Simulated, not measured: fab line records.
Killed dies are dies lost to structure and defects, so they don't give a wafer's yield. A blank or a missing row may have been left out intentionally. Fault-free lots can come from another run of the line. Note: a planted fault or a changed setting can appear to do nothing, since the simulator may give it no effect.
Which of the tools did it? || flow n5Finfet || 12 lots with 36 wafers sampled at 6 steps, on a route of 1938 steps

## WHAT THE GAUGES READ, wafer by wafer
N5_DUMMY_GATE_CD_MEAS_15 targets a cd of 25.8 nm.
{"lot": "L075", "measured": "day 3 05:58", "on": "cdSem-02", "cdNm (nm)": "25.36 25.32 25.13"}
{"lot": "L077", "measured": "day 3 15:33", "on": "cdSem-01", "cdNm (nm)": "24.92 24.91 24.93"}
{"lot": "L079", "measured": "day 4 03:40", "on": "cdSem-02", "cdNm (nm)": "25.01 24.98 24.96"}
{"lot": "L081", "measured": "day 4 15:59", "on": "cdSem-02", "cdNm (nm)": "24.97 25.14 24.90"}
{"lot": "L083", "measured": "day 5 06:08", "on": "cdSem-01", "cdNm (nm)": "24.93 25.31 24.77"}
{"lot": "L085", "measured": "day 5 19:22", "on": "cdSem-03", "cdNm (nm)": "25.00 25.39 25.23"}
{"lot": "L087", "measured": "day 6 06:05", "on": "cdSem-03", "cdNm (nm)": "24.71 24.83 25.07"}
{"lot": "L089", "measured": "day 6 16:00", "on": "cdSem-01", "cdNm (nm)": "24.75 25.26 25.29"}
{"lot": "L091", "measured": "day 7 04:15", "on": "cdSem-01", "cdNm (nm)": "24.98 25.08 25.33"}
{"lot": "L093", "measured": "day 7 17:23", "on": "cdSem-03", "cdNm (nm)": "25.02 25.16 24.83"}
{"lot": "L095", "measured": "day 8 03:56", "on": "cdSem-02", "cdNm (nm)": "24.65 24.81 25.14"}
{"lot": "L097", "measured": "day 8 19:47", "on": "cdSem-02", "cdNm (nm)": "25.04 25.29 25.08"}

## WHICH TOOL RAN EACH LOT (tool, then ch and the chambers of the sampled wafers, then the start)
{"lot": "L075", "N5_FIN_SAQP_ETCH_34": "rieDiel-01 ch 1,3, day 2 08:33", "N5_FIN_CUT_STRIP_22": "rieDiel-02 ch 0,1,3, day 2 10:13", "N5_STI_FIN_REVEAL_ALD_00": "aldSin-02 ch 0,2, day 2 10:25", "N5_STI_FIN_REVEAL_ALD_14": "aldSin-02 ch 0,2, day 2 10:28", "N5_DUMMY_GATE_ALD_02": "aldSin-03 ch 0,1, day 2 20:30"}
{"lot": "L077", "N5_FIN_SAQP_ETCH_34": "rieDiel-03 ch 1,2, day 2 19:40", "N5_FIN_CUT_STRIP_22": "rieDiel-02 ch 0,1,2, day 2 21:32", "N5_STI_FIN_REVEAL_ALD_00": "aldSin-02 ch 1,2,3, day 2 21:43", "N5_STI_FIN_REVEAL_ALD_14": "aldSin-02 ch 1,2,3, day 2 21:46", "N5_DUMMY_GATE_ALD_02": "aldSin-03 ch 0,1,2, day 3 07:07"}
{"lot": "L079", "N5_FIN_SAQP_ETCH_34": "rieDiel-06 ch 2,3, day 3 07:40", "N5_FIN_CUT_STRIP_22": "rieDiel-02 ch 0,2,3, day 3 09:22", "N5_STI_FIN_REVEAL_ALD_00": "aldSin-01 ch 1,2,3, day 3 09:34", "N5_STI_FIN_REVEAL_ALD_14": "aldSin-01 ch 1,2,3, day 3 09:37", "N5_DUMMY_GATE_ALD_02": "aldSin-02 ch 0,1,3, day 3 19:07"}
{"lot": "L081", "N5_FIN_SAQP_ETCH_34": "rieDiel-03 ch 1,2,3, day 3 19:52", "N5_FIN_CUT_STRIP_22": "rieDiel-05 ch 0,2, day 3 21:30", "N5_STI_FIN_REVEAL_ALD_00": "aldSin-01 ch 0,1, day 3 21:42", "N5_STI_FIN_REVEAL_ALD_14": "aldSin-01 ch 0,1, day 3 21:45", "N5_DUMMY_GATE_ALD_02": "aldSin-03 ch 1,3, day 4 07:28"}
{"lot": "L083", "N5_FIN_SAQP_ETCH_34": "rieDiel-06 ch 0,1, day 4 08:39", "N5_FIN_CUT_STRIP_22": "rieDiel-02 ch 0,1,2, day 4 10:26", "N5_STI_FIN_REVEAL_ALD_00": "aldSin-04 ch 0,1,3, day 4 11:47", "N5_STI_FIN_REVEAL_ALD_14": "aldSin-04 ch 0,1,3, day 4 11:50", "N5_DUMMY_GATE_ALD_02": "aldSin-02 ch 0,1, day 4 21:43"}
{"lot": "L085", "N5_FIN_SAQP_ETCH_34": "rieDiel-06 ch 0,1,3, day 4 21:29", "N5_FIN_CUT_STRIP_22": "rieDiel-04 ch 1,2,3, day 4 23:08", "N5_STI_FIN_REVEAL_ALD_00": "aldSin-01 ch 0,1,3, day 5 01:32", "N5_STI_FIN_REVEAL_ALD_14": "aldSin-01 ch 0,1,3, day 5 01:35", "N5_DUMMY_GATE_ALD_02": "aldSin-02 ch 0,1,2, day 5 10:50"}
{"lot": "L087", "N5_FIN_SAQP_ETCH_34": "rieDiel-06 ch 0,1, day 5 11:02", "N5_FIN_CUT_STRIP_22": "rieDiel-05 ch 0,1,3, day 5 12:41", "N5_STI_FIN_REVEAL_ALD_00": "aldSin-02 ch 0,1,2, day 5 12:53", "N5_STI_FIN_REVEAL_ALD_14": "aldSin-02 ch 0,1,2, day 5 12:56", "N5_DUMMY_GATE_ALD_02": "aldSin-02 ch 0,1,3, day 5 21:41"}
{"lot": "L089", "N5_FIN_SAQP_ETCH_34": "rieDiel-06 ch 1,2, day 5 20:13", "N5_FIN_CUT_STRIP_22": "rieDiel-05 ch 0,1,3, day 5 22:05", "N5_STI_FIN_REVEAL_ALD_00": "aldSin-02 ch 0,2,3, day 5 22:17", "N5_STI_FIN_REVEAL_ALD_14": "aldSin-02 ch 0,2,3, day 5 22:20", "N5_DUMMY_GATE_ALD_02": "aldSin-04 ch 0,2,3, day 6 07:36"}
{"lot": "L091", "N5_FIN_SAQP_ETCH_34": "rieDiel-03 ch 0,1,3, day 6 08:53", "N5_FIN_CUT_STRIP_22": "rieDiel-05 ch 0,1,2, day 6 10:40", "N5_STI_FIN_REVEAL_ALD_00": "aldSin-01 ch 0,1,2, day 6 11:02", "N5_STI_FIN_REVEAL_ALD_14": "aldSin-01 ch 0,1,2, day 6 11:05", "N5_DUMMY_GATE_ALD_02": "aldSin-04 ch 0,2,3, day 6 19:53"}
{"lot": "L093", "N5_FIN_SAQP_ETCH_34": "rieDiel-01 ch 1,2,3, day 6 19:55", "N5_FIN_CUT_STRIP_22": "rieDiel-02 ch 0,2,3, day 6 21:36", "N5_STI_FIN_REVEAL_ALD_00": "aldSin-02 ch 0,2,3, day 6 21:48", "N5_STI_FIN_REVEAL_ALD_14": "aldSin-02 ch 0,2,3, day 6 21:51", "N5_DUMMY_GATE_ALD_02": "aldSin-04 ch 0,1,3, day 7 07:04"}
{"lot": "L095", "N5_FIN_SAQP_ETCH_34": "rieDiel-03 ch 1,2,3, day 7 08:08", "N5_FIN_CUT_STRIP_22": "rieDiel-04 ch 1,3, day 7 09:47", "N5_STI_FIN_REVEAL_ALD_00": "aldSin-01 ch 1,2,3, day 7 09:59", "N5_STI_FIN_REVEAL_ALD_14": "aldSin-01 ch 1,2,3, day 7 10:02", "N5_DUMMY_GATE_ALD_02": "aldSin-04 ch 0,1, day 7 19:32"}
{"lot": "L097", "N5_FIN_SAQP_ETCH_34": "rieDiel-06 ch 1,2,3, day 7 19:53", "N5_FIN_CUT_STRIP_22": "rieDiel-02 ch 0,1,3, day 8 02:14", "N5_STI_FIN_REVEAL_ALD_00": "aldSin-04 ch 0,1, day 8 02:26", "N5_STI_FIN_REVEAL_ALD_14": "aldSin-04 ch 0,1, day 8 02:29", "N5_DUMMY_GATE_ALD_02": "aldSin-04 ch 0,1,3, day 8 11:23"}
- N5_FIN_SAQP_ETCH_34: etches SiO2 in C4F6/O2, target depth 45 nm, time 15 s.
- N5_FIN_CUT_STRIP_22: strips in N2/H2.
- N5_STI_FIN_REVEAL_ALD_00: deposits SiO2, target thk 1 nm, pulse time 1 s.
- N5_STI_FIN_REVEAL_ALD_14: deposits Si3N4, target thk 3 nm.
- N5_DUMMY_GATE_ALD_02: deposits SiO2, target thk 2 nm, pulse time 1 s.

## THE ANSWER, worked out from the rows above alone
Rule: what is usual is taken from the lots themselves. The widest of any qualifying gaps counts: lots, ordered by their means at a reading, are off when they make up no more than a third of the lots, leave a main group of 4 or more, and stand apart from it by 3 or more times the standard deviation of that group's means. A main group is skipped when, at the precision printed for the reading in the tables above, its means are all equal. A lot without any number at a reading at which 4 lots or more have one is off too. The other lots that the step has rows for count as sound.
No lot is off on any of the readings shown, so nothing can be concluded from this.

## WHAT WAS PUT IN BY THE SIMULATOR
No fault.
